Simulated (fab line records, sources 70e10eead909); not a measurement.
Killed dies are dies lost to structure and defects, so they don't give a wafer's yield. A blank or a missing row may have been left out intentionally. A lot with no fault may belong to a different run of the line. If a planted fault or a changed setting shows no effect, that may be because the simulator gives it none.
fab line records    flow nand-harc
record lots=24  wafers=72  last-day=25
route steps=1159 shown P_GATE@172 P_CONTACT@217 P_M0@265
lots untouched by any fault: they come from a run of this same line in which no faults occurred
start-h: start of the lot's first displayed wafer, in hours after the record's first day    wait-h: how many hours have passed since the lot's step before this one    " unchanged from the row above    L1.1+2: a row that stands for several wafers    - value missing, or start not given    * or withheld: withheld    < > ~ a bound
route shown NAME@n: a module of which the file shows steps, and the number in the route of the first    usual: mean/standard deviation of fault-free wafers    same: alike in all rows    chamber/n: place in a boat    sites: each site's reading    _std_site: standard deviation of those values    _edge_site: inner sites' mean taken away from outer sites' mean    radius-mm: for every site, how far away it sits from the centre of the wafer    mask NAME#n: copy n    behind: the most recent tool/chamber to have shaped the wafer    hold: why the lot was held/for how many hours/how that ended    device: which transistor (n, p or np) failed to switch    end of line: the same wafers' tests at the end of the route    a step without rows: its recipe alone    killed: at the first sort, the dies lost to defects and structure; wafer yield is something else    map: a wafer's dies, x killed, . not, _ none there
set.NAME: setting as actually run; set.NAME@STEP: the setting as run at that earlier step    model.NAME: the simulator's own value behind a step, which no gauge read
steps of the route over a sample of lots; a table a step, a row a wafer
services: when a tool's chamber went out of use (start-h, in hours from the record's first day, below 0 if earlier), for how many hours, and the reason
## steps
# step NHARC_P_GATE_DESCUM_48
# recipe time-s=3  o2-flow-sccm=200  ar-flow-sccm=0  bias-power-w=0  chemistry=O2
# usual drypump-motor-current-A=5.8/0.62  oes-product-au=1.000/0.015  rf-vpp-V=57.7/1  showerhead-plenum-p-Torr=1.91/0.094  throttle-valve-pct=11.311/0.0087
lot.wafer  tool         chamber  start-h  wait-h  drypump-motor-current-A  oes-product-au  rf-hours-counter-h  rf-vpp-V  showerhead-plenum-p-Torr  throttle-valve-pct
L074.2     rie-diel-11  1        101.00   -       6.6                      1.010           14                  57.9      1.94                      11.313
L074.3     "            0        "        "       5.9                      0.988           14                  58.4      2.04                      11.317
L074.5     "            1        "        "       6.6                      1.008           -                   57.4      1.94                      11.343
L075.4     rie-diel-11  1        112.91   -       6.6                      0.996           17                  57.3      1.94                      11.308
L075.2     "            2        "        "       4.8                      0.975           19                  56.1      1.87                      11.313
L075.3     "            3        "        "       6.3                      1.007           19                  57.3      1.88                      11.315
L077.3     rie-diel-13  2        118.21   -       6.5                      1.017           4                   57.2      1.80                      11.310
L077.2     "            0        "        "       5.5                      1.026           3                   60.2      2.08                      11.304
L077.6     "            2        "        "       6.4                      1.001           -                   57.0      1.80                      11.315
L076.3     rie-diel-13  3        118.68   -       6.3                      1.023           4                   59.0      2.02                      11.312
L076.1     "            1        "        "       5.3                      0.990           4                   59.9      2.02                      11.309
L076.6     "            3        "        "       6.3                      1.021           -                   58.0      2.02                      11.317
L078.1     rie-diel-12  1        126.54   -       6.0                      0.999           33                  56.8      1.87                      11.305
L078.3     "            3        "        "       6.0                      1.017           35                  58.2      1.81                      11.300
L078.5     "            1        "        "       6.1                      0.997           -                   57.8      1.86                      11.315
L079.1     rie-diel-12  2        138.75   -       6.2                      0.989           35                  57.6      1.81                      11.309
L079.5     "            3        "        "       6.0                      1.014           -                   55.5      1.81                      11.302
L079.6     "            0        "        "       5.2                      1.024           -                   56.5      1.77                      11.308
L080.4     rie-diel-11  3        141.02   -       6.3                      1.006           23                  57.1      1.88                      11.306
L080.6     "            3        "        "       6.3                      1.016           -                   58.8      1.88                      11.303
L080.5     "            0        "        "       6.0                      1.002           -                   59.0      2.04                      11.305
L081.4     rie-diel-11  0        141.53   -       5.9                      1.004           23                  58.3      2.04                      11.312
L081.3     "            1        "        "       6.6                      0.988           22                  57.6      1.94                      11.301
L081.6     "            0        "        "       5.9                      0.989           -                   59.6      2.04                      11.305
L082.1     rie-diel-11  2        151.17   -       4.8                      0.971           22                  57.3      1.86                      11.304
L082.4     "            1        "        "       6.6                      0.991           23                  56.1      1.94                      11.308
L082.5     "            2        "        "       4.8                      0.979           -                   56.9      1.86                      11.314
L084.3     rie-diel-13  2        157.54   -       6.4                      1.021           19                  58.2      1.80                      11.306
L084.4     "            3        "        "       6.3                      1.022           19                  55.9      2.01                      11.310
L084.6     "            2        "        "       6.4                      1.014           -                   58.6      1.80                      11.323
L083.1     rie-diel-11  2        158.68   -       4.8                      0.974           24                  58.2      1.86                      11.307
L083.2     "            3        "        "       6.3                      0.994           25                  57.6      1.88                      11.310
L083.6     "            0        "        "       5.9                      0.983           -                   58.2      2.04                      11.314
L086.3     rie-diel-11  2        178.26   -       4.8                      0.981           28                  56.5      1.86                      11.322
L086.2     "            3        "        "       6.3                      1.003           29                  57.7      1.88                      11.316
L086.5     "            2        "        "       4.8                      0.976           -                   56.2      1.86                      11.305
L087.4     rie-diel-11  3        179.45   -       6.3                      1.016           29                  58.2      1.88                      11.307
L087.6     "            2        "        "       4.8                      0.971           -                   57.5      1.86                      11.306
L087.5     "            3        "        "       6.3                      1.011           -                   57.1      1.88                      11.302
L085.3     rie-diel-13  1        180.95   -       5.3                      0.995           26                  58.9      2.01                      11.305
L085.2     "            3        "        "       6.3                      1.023           29                  59.3      2.01                      11.322
L085.6     "            2        "        "       6.5                      1.010           -                   56.9      1.79                      11.305
L088.4     rie-diel-12  3        187.46   -       6.0                      1.010           56                  56.3      1.80                      11.319
L088.2     "            0        "        "       5.2                      1.007           58                  56.9      1.76                      11.330
L088.5     "            2        "        "       6.2                      0.989           -                   55.7      1.80                      11.315
L089.1     rie-diel-13  1        197.14   -       5.3                      0.985           31                  58.4      2.01                      11.308
L089.3     "            2        "        "       6.4                      1.009           34                  56.4      1.79                      11.301
L089.4     "            3        "        "       6.3                      1.021           35                  58.3      2.01                      11.315
L091.4     rie-diel-12  0        201.62   -       5.2                      1.007           64                  56.4      1.76                      11.312
L091.5     "            3        "        "       6.0                      1.000           -                   56.8      1.80                      11.322
L091.6     "            0        "        "       5.2                      0.993           -                   56.8      1.76                      11.316
L090.3     rie-diel-11  2        203.49   -       4.8                      1.000           1                   57.6      1.86                      11.312
L090.5     "            2        "        "       4.8                      0.993           -                   57.2      1.86                      11.305
L090.6     "            3        "        "       6.3                      0.996           -                   57.5      1.88                      11.311
L092.4     rie-diel-11  3        210.96   -       6.3                      0.999           3                   59.0      1.88                      11.313
L092.3     "            0        "        "       5.9                      0.987           3                   57.7      2.04                      11.324
L092.6     "            2        "        "       4.8                      0.987           -                   58.4      1.86                      11.310
L094.4     rie-diel-11  0        216.08   -       5.9                      1.000           3                   57.9      2.04                      11.308
L094.5     "            2        "        "       4.8                      1.016           -                   57.3      1.86                      11.313
L094.6     "            3        "        "       6.3                      1.011           -                   56.6      1.88                      11.302
L093.1     rie-diel-12  3        217.79   -       6.0                      1.017           3                   55.5      1.80                      11.312
L093.3     "            0        "        "       5.1                      1.007           3                   59.7      2.08                      11.322
L093.4     "            2        "        "       6.2                      0.991           -                   57.0      1.80                      11.320
L095.1     rie-diel-11  1        228.51   -       6.6                      0.990           5                   60.0      1.93                      11.309
L095.5     "            0        "        "       5.9                      1.001           -                   57.4      2.04                      11.298
L095.6     "            1        "        "       6.6                      0.980           -                   58.6      1.93                      11.308
L097.3     rie-diel-11  2        241.81   -       4.8                      1.002           7                   58.6      1.86                      11.315
L097.1     "            0        "        "       5.9                      0.998           6                   58.5      2.03                      11.304
L097.6     "            3        "        "       6.3                      1.008           -                   58.5      1.87                      11.301
L096.4     rie-diel-13  0        241.98   -       5.5                      1.029           51                  57.3      2.06                      11.318
L096.2     "            2        "        "       6.4                      1.005           54                  55.2      1.78                      11.296
L096.1     "            3        "        "       6.3                      1.024           55                  58.5      2.00                      11.307
# step NHARC_P_GATE_STRIP_112
# recipe power-w=1500  temp-c=110  time-s=200  chemistry=N2/H2
# usual drypump-motor-current-A=5.6/0.35  heater-power-w=97/9.9  temp-c=110.00/0.13
lot.wafer  tool             chamber  start-h  wait-h  drypump-motor-current-A  heater-power-w  rf-hours-counter-h  temp-c
L074.2     plasma-asher-02  0        103.20   0.2     5.8                      94              30                  110.03
L074.3     "                0        "        "       5.8                      98              -                   110.09
L074.5     "                0        "        "       5.8                      94              -                   110.00
L075.2     plasma-asher-01  0        114.93   0.2     5.0                      115             1                   110.03
L075.3     "                0        "        "       5.0                      112             -                   109.87
L075.4     "                1        "        "       5.4                      95              -                   110.00
L077.2     plasma-asher-02  0        120.21   0.2     5.8                      94              35                  109.96
L077.3     "                0        "        "       5.8                      98              -                   110.04
L077.6     "                1        "        "       5.9                      85              -                   110.06
L076.1     plasma-asher-01  0        120.89   0.2     5.0                      113             4                   110.00
L076.3     "                0        "        "       5.0                      114             -                   110.10
L076.6     "                0        "        "       5.0                      111             -                   110.04
L078.1     plasma-asher-02  0        128.65   0.2     5.8                      95              38                  110.01
L078.3     "                0        "        "       5.8                      95              -                   110.21
L078.5     "                0        "        "       5.8                      92              -                   110.01
L079.1     plasma-asher-02  0        140.88   0.2     5.8                      94              41                  109.97
L079.5     "                1        "        "       5.9                      86              -                   109.89
L079.6     "                0        "        "       5.8                      95              -                   109.92
L080.4     plasma-asher-01  1        143.31   0.2     5.4                      96              -                   109.58
L080.5     "                0        "        "       5.0                      116             -                   109.95
L080.6     "                1        "        "       5.4                      97              -                   109.80
L081.4     plasma-asher-01  0        143.75   0.2     5.0                      115             -                   110.27
L081.3     "                1        "        "       5.4                      97              -                   110.05
L081.6     "                0        "        "       5.0                      115             -                   110.07
L082.1     plasma-asher-01  0        153.18   0.2     5.0                      114             14                  110.04
L082.4     "                1        "        "       5.4                      94              -                   110.06
L082.5     "                0        "        "       5.0                      113             -                   110.14
L084.4     plasma-asher-02  0        159.84   0.3     5.8                      96              -                   110.09
L084.3     "                1        "        "       5.9                      85              -                   110.07
L084.6     "                1        "        "       5.9                      88              -                   109.92
L083.2     plasma-asher-01  1        160.67   0.2     5.4                      93              16                  110.18
L083.1     "                0        "        "       5.0                      116             16                  110.22
L083.6     "                1        "        "       5.4                      94              -                   109.97
L086.2     plasma-asher-02  0        180.43   0.2     5.8                      94              55                  109.72
L086.3     "                1        "        "       5.9                      87              -                   110.11
L086.5     "                1        "        "       5.9                      87              -                   110.00
L087.4     plasma-asher-02  0        181.65   0.3     5.8                      96              -                   109.86
L087.6     "                0        "        "       5.8                      92              -                   109.94
L087.5     "                1        "        "       5.9                      86              -                   110.19
L085.2     plasma-asher-01  1        183.06   0.2     5.4                      94              24                  109.96
L085.3     "                0        "        "       5.0                      109             -                   110.32
L085.6     "                0        "        "       5.0                      114             -                   110.18
L088.2     plasma-asher-01  0        189.72   0.2     5.0                      111             27                  110.09
L088.4     "                1        "        "       5.4                      93              -                   110.07
L088.5     "                0        "        "       5.0                      114             -                   109.89
L089.1     plasma-asher-01  0        199.35   0.2     5.0                      111             29                  110.13
L089.4     "                1        "        "       5.4                      93              -                   109.97
L089.3     "                0        "        "       5.0                      113             -                   110.16
L091.4     plasma-asher-02  1        203.82   0.2     5.9                      83              -                   109.85
L091.5     "                1        "        "       5.9                      84              -                   109.81
L091.6     "                0        "        "       5.8                      96              -                   109.88
L090.3     plasma-asher-02  0        205.96   0.4     5.8                      96              -                   109.87
L090.5     "                0        "        "       5.8                      96              -                   109.93
L090.6     "                1        "        "       5.9                      83              -                   110.18
L092.4     plasma-asher-01  1        213.05   0.2     5.4                      96              -                   109.77
L092.3     "                0        "        "       5.0                      115             -                   109.65
L092.6     "                1        "        "       5.4                      94              -                   109.98
L094.4     plasma-asher-02  0        218.46   0.3     5.8                      95              -                   110.00
L094.6     "                1        "        "       5.9                      83              -                   110.04
L094.5     "                0        "        "       5.8                      95              -                   109.94
L093.1     plasma-asher-02  0        219.99   0.2     5.8                      94              10                  109.85
L093.3     "                1        "        "       5.9                      83              -                   110.09
L093.4     "                0        "        "       5.8                      94              -                   109.95
L095.1     plasma-asher-02  1        230.59   0.2     5.9                      86              15                  109.77
L095.5     "                0        "        "       5.8                      93              -                   109.85
L095.6     "                1        "        "       5.9                      84              -                   109.93
L097.1     plasma-asher-02  0        243.99   0.2     5.8                      94              18                  109.87
L097.3     "                0        "        "       5.8                      94              -                   110.01
L097.6     "                0        "        "       5.8                      92              -                   109.99
L096.2     plasma-asher-01  0        244.18   0.2     5.0                      114             44                  109.97
L096.1     "                1        "        "       5.4                      96              44                  109.99
L096.4     "                1        "        "       5.4                      94              -                   109.95
# step NHARC_P_CONTACT_DEP_30
# recipe target-thk-a=300  temp-c=400  target-thk-nm=30  flow-sccm=200  rf-w=450  material=SiNx
# usual heater-power-w=692/65
lot.wafer  tool      chamber  start-h  wait-h  heater-power-w
L074.3     pecvd-01  1        107.49   0.1     679
L074.2     "         2        "        "       660
L074.5     "         2        "        "       679
L075.3     pecvd-02  0        119.18   0.1     612
L075.2     "         1        "        "       605
L075.4     "         0        "        "       611
L077.3     pecvd-02  0        124.67   0.1     674
L077.2     "         1        "        "       703
L077.6     "         1        "        "       679
L076.3     pecvd-04  1        125.66   0.3     668
L076.1     "         0        "        "       661
L076.6     "         2        "        "       577
L078.1     pecvd-01  2        133.00   0.1     663
L078.3     "         0        "        "       714
L078.5     "         0        "        "       714
L079.1     pecvd-04  2        145.25   0.1     613
L079.5     "         1        "        "       677
L079.6     "         2        "        "       634
L080.4     pecvd-01  0        147.91   0.2     772
L080.5     "         0        "        "       762
L080.6     "         1        "        "       694
L081.3     pecvd-04  0        148.48   0.3     661
L081.6     "         0        "        "       662
L081.4     "         1        "        "       719
L082.1     pecvd-04  1        157.65   0.1     748
L082.4     "         2        "        "       645
L082.5     "         0        "        "       703
L084.3     pecvd-01  0        163.97   0.1     670
L084.4     "         2        "        "       662
L084.6     "         1        "        "       678
L083.1     pecvd-01  2        165.30   0.1     701
L083.2     "         0        "        "       618
L083.6     "         2        "        "       722
L086.3     pecvd-04  2        184.76   0.1     609
L086.2     "         1        "        "       786
L086.5     "         0        "        "       683
L087.5     pecvd-04  0        186.11   0.2     644
L087.6     "         1        "        "       659
L087.4     "         2        "        "       670
L085.3     pecvd-01  1        187.40   0.1     781
L085.2     "         2        "        "       625
L085.6     "         2        "        "       623
L088.2     pecvd-02  0        194.57   0.1     700
L088.5     "         2        "        "       764
L088.4     "         1        "        "       595
L089.1     pecvd-01  0        203.67   0.1     776
L089.3     "         2        "        "       686
L089.4     "         1        "        "       768
L091.6     pecvd-01  2        208.47   0.2     620
L091.4     "         0        "        "       759
L091.5     "         1        "        "       769
L090.3     pecvd-01  0        210.08   0.1     741
L090.5     "         0        "        "       730
L090.6     "         2        "        "       688
L092.3     pecvd-02  1        217.44   0.2     636
L092.4     "         0        "        "       711
L092.6     "         1        "        "       607
L094.5     pecvd-01  2        223.19   0.2     610
L094.6     "         0        "        "       730
L094.4     "         1        "        "       712
L093.3     pecvd-02  0        224.52   0.1     627
L093.1     "         1        "        "       679
L093.4     "         2        "        "       895
L095.1     pecvd-02  2        235.07   0.3     783
L095.5     "         0        "        "       609
L095.6     "         1        "        "       630
L097.3     pecvd-04  1        249.39   0.8     801
L097.1     "         2        "        "       609
L097.6     "         2        "        "       612
L096.2     pecvd-02  0        249.75   1.0     666
L096.1     "         1        "        "       649
L096.4     "         1        "        "       669
# step NHARC_P_CONTACT_DEP_00
# recipe target-thk-a=5000  temp-c=400  pressure-torr=6.5  rf-w=900  teos-flow-sccm=161.4  flow-sccm=2650  target-thk-nm=500  gas=O2  material=SiO2
# usual heater-power-w=540/68  throttle-valve-pct=16.0/0.69
lot.wafer  tool      chamber  start-h  wait-h  heater-power-w  throttle-valve-pct
L074.3     pecvd-01  1        -        -       590             16.1
L074.2     "         2        "        "       437             15.6
L074.5     "         2        "        "       483             15.2
L075.3     pecvd-02  0        -        -       552             16.1
L075.2     "         1        "        "       516             15.0
L075.4     "         0        "        "       417             16.4
L077.3     pecvd-02  0        -        -       499             15.9
L077.2     "         1        "        "       540             14.8
L077.6     "         1        "        "       540             15.0
L076.3     pecvd-04  1        -        -       566             16.0
L076.1     "         0        "        "       457             16.1
L076.6     "         2        "        "       486             16.2
L078.1     pecvd-01  2        -        -       528             15.7
L078.3     "         0        "        "       571             17.3
L078.5     "         0        "        "       610             17.5
L079.1     pecvd-04  2        -        -       498             16.2
L079.5     "         1        "        "       548             16.1
L079.6     "         2        "        "       510             16.2
L080.4     pecvd-01  0        148.27   0.3     465             17.6
L080.5     "         0        "        "       527             17.2
L080.6     "         1        "        "       586             16.1
L081.3     pecvd-04  0        -        -       545             16.1
L081.6     "         0        "        "       406             16.1
L081.4     "         1        "        "       505             16.1
L082.1     pecvd-04  1        -        -       492             16.0
L082.4     "         2        "        "       443             16.3
L082.5     "         0        "        "       450             16.0
L084.3     pecvd-01  0        -        -       571             17.1
L084.4     "         2        "        "       547             15.7
L084.6     "         1        "        "       580             16.4
L083.1     pecvd-01  2        -        -       497             15.7
L083.2     "         0        "        "       601             17.5
L083.6     "         2        "        "       526             15.5
L086.3     pecvd-04  2        -        -       514             16.4
L086.2     "         1        "        "       632             16.1
L086.5     "         0        "        "       494             16.1
L087.5     pecvd-04  0        -        -       557             16.1
L087.6     "         1        "        "       630             16.0
L087.4     "         2        "        "       449             16.4
L085.3     pecvd-01  1        -        -       635             16.4
L085.2     "         2        "        "       532             15.7
L085.6     "         2        "        "       559             15.8
L088.2     pecvd-02  0        -        -       502             15.2
L088.5     "         2        "        "       689             15.0
L088.4     "         1        "        "       503             15.4
L089.1     pecvd-01  0        -        -       524             17.2
L089.3     "         2        "        "       432             15.6
L089.4     "         1        "        "       604             16.4
L091.6     pecvd-01  2        -        -       505             15.8
L091.4     "         0        "        "       588             17.2
L091.5     "         1        "        "       584             16.3
L090.3     pecvd-01  0        -        -       612             17.3
L090.5     "         0        "        "       474             17.4
L090.6     "         2        "        "       502             15.8
L092.3     pecvd-02  1        -        -       537             15.4
L092.4     "         0        "        "       412             15.3
L092.6     "         1        "        "       552             15.4
L094.5     pecvd-01  2        -        -       548             15.9
L094.6     "         0        "        "       541             17.6
L094.4     "         1        "        "       585             16.5
L093.3     pecvd-02  0        -        -       479             15.3
L093.1     "         1        "        "       569             15.5
L093.4     "         2        "        "       635             15.0
L095.1     pecvd-02  2        -        -       709             15.0
L095.5     "         0        "        "       484             15.2
L095.6     "         1        "        "       576             15.5
L097.3     pecvd-04  1        -        -       542             16.3
L097.1     "         2        "        "       472             15.8
L097.6     "         2        "        "       492             15.8
L096.2     pecvd-02  0        -        -       550             15.2
L096.1     "         1        "        "       508             15.4
L096.4     "         1        "        "       527             15.5
# step NHARC_P_CONTACT_CMP_01
# recipe target-thk-nm=200  material=SiO2
# usual motor-current-A=12.4/1.2
lot.wafer  tool    chamber  start-h  wait-h  motor-current-A
L074.2     cmp-01  3        108.20   -       12.7
L074.3     "       1        "        "       15.1
L074.5     "       3        "        "       12.3
L075.4     cmp-04  1        119.86   -       13.3
L075.3     "       2        "        "       11.2
L075.2     "       0        "        "       11.5
L077.2     cmp-04  1        125.34   -       12.1
L077.3     "       2        "        "       11.6
L077.6     "       2        "        "       11.2
L076.3     cmp-04  1        126.37   -       12.7
L076.1     "       0        "        "       10.7
L076.6     "       2        "        "       11.2
L078.1     cmp-01  2        133.71   -       12.6
L078.3     "       1        "        "       15.0
L078.5     "       2        "        "       11.8
L079.1     cmp-01  3        145.99   -       11.9
L079.6     "       0        "        "       11.1
L079.5     "       1        "        "       14.6
L080.4     cmp-01  2        148.78   0.4     12.3
L080.5     "       2        "        "       13.0
L080.6     "       3        "        "       12.2
L081.4     cmp-02  1        149.20   -       13.6
L081.3     "       3        "        "       12.3
L081.6     "       2        "        "       10.8
L082.1     cmp-01  1        158.28   -       15.3
L082.4     "       2        "        "       12.5
L082.5     "       2        "        "       12.3
L084.4     cmp-02  2        164.64   -       10.9
L084.3     "       0        "        "       13.3
L084.6     "       2        "        "       11.1
L083.1     cmp-01  1        166.03   -       14.8
L083.2     "       2        "        "       12.9
L083.6     "       3        "        "       11.9
L086.3     cmp-01  2        185.50   -       12.2
L086.2     "       3        "        "       11.9
L086.5     "       2        "        "       12.2
L087.4     cmp-02  1        186.73   -       13.3
L087.6     "       0        "        "       13.1
L087.5     "       1        "        "       13.3
L085.3     cmp-01  2        188.13   -       12.5
L085.2     "       3        "        "       12.4
L085.6     "       0        "        "       11.3
L088.4     cmp-04  3        195.25   -       12.5
L088.2     "       1        "        "       12.8
L088.5     "       3        "        "       12.7
L089.4     cmp-01  2        204.39   -       12.5
L089.1     "       3        "        "       11.8
L089.3     "       1        "        "       14.6
L091.4     cmp-04  1        209.07   -       13.0
L091.5     "       1        "        "       12.5
L091.6     "       2        "        "       11.0
L090.3     cmp-02  0        210.82   -       12.8
L090.6     "       3        "        "       11.9
L090.5     "       0        "        "       12.4
L092.4     cmp-04  3        218.07   -       13.2
L092.3     "       0        "        "       11.0
L092.6     "       0        "        "       10.5
L094.4     cmp-04  1        223.78   -       12.4
L094.5     "       1        "        "       12.6
L094.6     "       2        "        "       11.2
L093.3     cmp-02  3        225.23   -       12.4
L093.1     "       0        "        "       13.0
L093.4     "       2        "        "       10.8
L095.1     cmp-02  0        235.78   -       13.7
L095.5     "       0        "        "       13.1
L095.6     "       1        "        "       13.3
L097.1     cmp-02  1        250.09   -       13.0
L097.3     "       3        "        "       12.4
L097.6     "       2        "        "       10.8
L096.1     cmp-04  3        250.49   -       12.7
L096.4     "       0        "        "       10.9
L096.2     "       2        "        "       10.5
# step NHARC_P_M0_INSPECT_11
# usual raw-defect-count=4.3/2.7
lot.wafer  tool               chamber  start-h  wait-h  raw-defect-count
L074.2     defect-inspect-02  -        116.30   0.0     4
L074.3     "                  -        "        "       2
L074.5     "                  -        "        "       3
L075.2     defect-inspect-01  -        130.14   0.0     5
L075.3     "                  -        "        "       3
L075.4     "                  -        "        "       3
L077.2     defect-inspect-02  -        132.10   0.0     6
L077.3     "                  -        "        "       6
L077.6     "                  -        "        "       7
L076.1     defect-inspect-01  -        132.31   0.0     4
L076.3     "                  -        "        "       5
L076.6     "                  -        "        "       4
L078.1     defect-inspect-01  -        141.93   0.0     7
L078.3     "                  -        "        "       8
L078.5     "                  -        "        "       3
L079.1     defect-inspect-02  -        154.45   0.0     5
L079.5     "                  -        "        "       4
L079.6     "                  -        "        "       8
L080.4     defect-inspect-02  -        159.48   0.0     1
L080.5     "                  -        "        "       1
L080.6     "                  -        "        "       6
L081.3     defect-inspect-02  -        159.75   0.0     2
L081.4     "                  -        "        "       2
L081.6     "                  -        "        "       2
L082.1     defect-inspect-01  -        164.35   0.0     7
L082.4     "                  -        "        "       11
L082.5     "                  -        "        "       1
L084.3     defect-inspect-01  -        169.67   0.0     1
L084.4     "                  -        "        "       0
L084.6     "                  -        "        "       4
L083.1     defect-inspect-02  -        173.51   0.0     3
L083.2     "                  -        "        "       2
L083.6     "                  -        "        "       3
L086.2     defect-inspect-02  -        194.56   0.0     5
L086.3     "                  -        "        "       10
L086.5     "                  -        "        "       8
L087.4     defect-inspect-01  -        195.00   0.0     8
L087.5     "                  -        "        "       9
L087.6     "                  -        "        "       8
L085.2     defect-inspect-01  -        196.08   0.0     1
L085.3     "                  -        "        "       5
L085.6     "                  -        "        "       5
L088.2     defect-inspect-01  -        205.46   0.0     1
L088.4     "                  -        "        "       2
L088.5     "                  -        "        "       2
L089.1     defect-inspect-01  -        211.57   0.0     4
L089.3     "                  -        "        "       3
L089.4     "                  -        "        "       0
L091.4     defect-inspect-01  -        216.98   0.0     2
L091.5     "                  -        "        "       4
L091.6     "                  -        "        "       4
L090.3     defect-inspect-02  -        218.30   0.0     7
L090.5     "                  -        "        "       1
L090.6     "                  -        "        "       2
L092.3     defect-inspect-02  -        223.55   0.0     6
L092.4     "                  -        "        "       5
L092.6     "                  -        "        "       5
L094.4     defect-inspect-01  -        228.92   0.0     3
L094.5     "                  -        "        "       11
L094.6     "                  -        "        "       2
L093.1     defect-inspect-01  -        230.51   0.0     2
L093.3     "                  -        "        "       2
L093.4     "                  -        "        "       1
L095.1     defect-inspect-01  -        241.20   0.0     6
L095.5     "                  -        "        "       4
L095.6     "                  -        "        "       2
L097.1     defect-inspect-01  -        255.23   0.0     2
L097.3     "                  -        "        "       2
L097.6     "                  -        "        "       2
L096.1     defect-inspect-01  -        255.96   0.0     6
L096.2     "                  -        "        "       8
L096.4     "                  -        "        "       8
## services
tool             chamber  start-h  hours  kind
cmp-01           -        81.50    4.0    pm
pecvd-04         -        90.32    1.0    repair
cmp-01           -        98.23    0.4    repair
plasma-asher-01  -        99.00    9.0    pm
rie-diel-11      1        104.14   4.3    repair
cmp-04           -        105.09   4.0    pm
plasma-asher-02  -        108.69   0.9    repair
cmp-01           -        110.92   0.3    repair
cmp-04           -        113.60   0.9    repair
rie-diel-11      2        116.83   9.9    repair
cmp-04           -        127.30   0.9    repair
pecvd-01         2        136.79   23.4   repair
pecvd-04         -        146.75   0.5    repair
pecvd-02         -        153.07   13.0   pm
rie-diel-11      -        156.69   1.7    repair
pecvd-01         -        177.81   1.9    repair
cmp-01           -        179.50   4.0    pm
plasma-asher-02  -        183.00   9.0    pm
rie-diel-11      -        189.64   9.0    pm
plasma-asher-01  -        194.31   3.2    repair
pecvd-04         -        195.11   13.0   pm
cmp-04           -        203.21   4.0    pm
plasma-asher-01  -        229.70   1.4    repair
pecvd-01         -        237.20   13.0   pm
## key
fault none
